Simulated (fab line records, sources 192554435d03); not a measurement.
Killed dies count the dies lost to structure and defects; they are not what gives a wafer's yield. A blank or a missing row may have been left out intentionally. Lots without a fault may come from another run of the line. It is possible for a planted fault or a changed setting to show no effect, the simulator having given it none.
Chamber matching	flow n5 finfet	N5_BEOL_M4_ILD_DEP_00 on pecvd-02: 3 sister chambers
The step deposits SiOC from DEMS/O2, target thk 79 nm, time 15.3 s. 3 wafers are shown with their chamber, then 11 later ones without.

EACH WAFER AND ITS CHAMBER
wafer	chamber	throttle valve pct (%)
L086.2	0	13.7
L086.5	1	12.1
L087.1	2	12.4

WAFERS MISSING THEIR CHAMBER
wafer	throttle valve pct (%)
L087.4	14.0
L087.6	12.3
L088.1	12.1
L088.3	12.5
L088.6	13.7
L090.2	13.7
L090.5	12.2
L090.6	12.3
L096.3	12.4
L096.5	12.3
L096.6	12.0

CHAMBER TAKEN BY EACH
wafer	from the rows above	in truth
L087.4	0	0
L087.6	can't be placed: 2 or 1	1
L088.1	1	1
L088.3	2	2
L088.6	0	0
L090.2	0	0
L090.5	can't be placed: 1 or 2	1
L090.6	can't be placed: 2 or 1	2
L096.3	2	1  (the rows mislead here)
L096.5	can't be placed: 2 or 1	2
L096.6	1	1
Correct placement for 6 of the 11. Unplaceable from these rows: 4, with the true chamber sitting among the candidates in 4. 1 placed wrongly.
How it was worked out, from the rows above alone: a wafer's distance from a chamber is the root of the sum, over the readings, of the square of ((its reading less the chamber's mean) divided by the reading's scatter). If the next closest chamber is less than 2 further off than the closest, the wafer can't be placed; otherwise it belongs to the closest. The mean given for a chamber averages the wafers shown for that chamber. The scatter: with one shown wafer a chamber, the root of the mean of the squares of how far each hidden wafer lies from its nearest shown one.
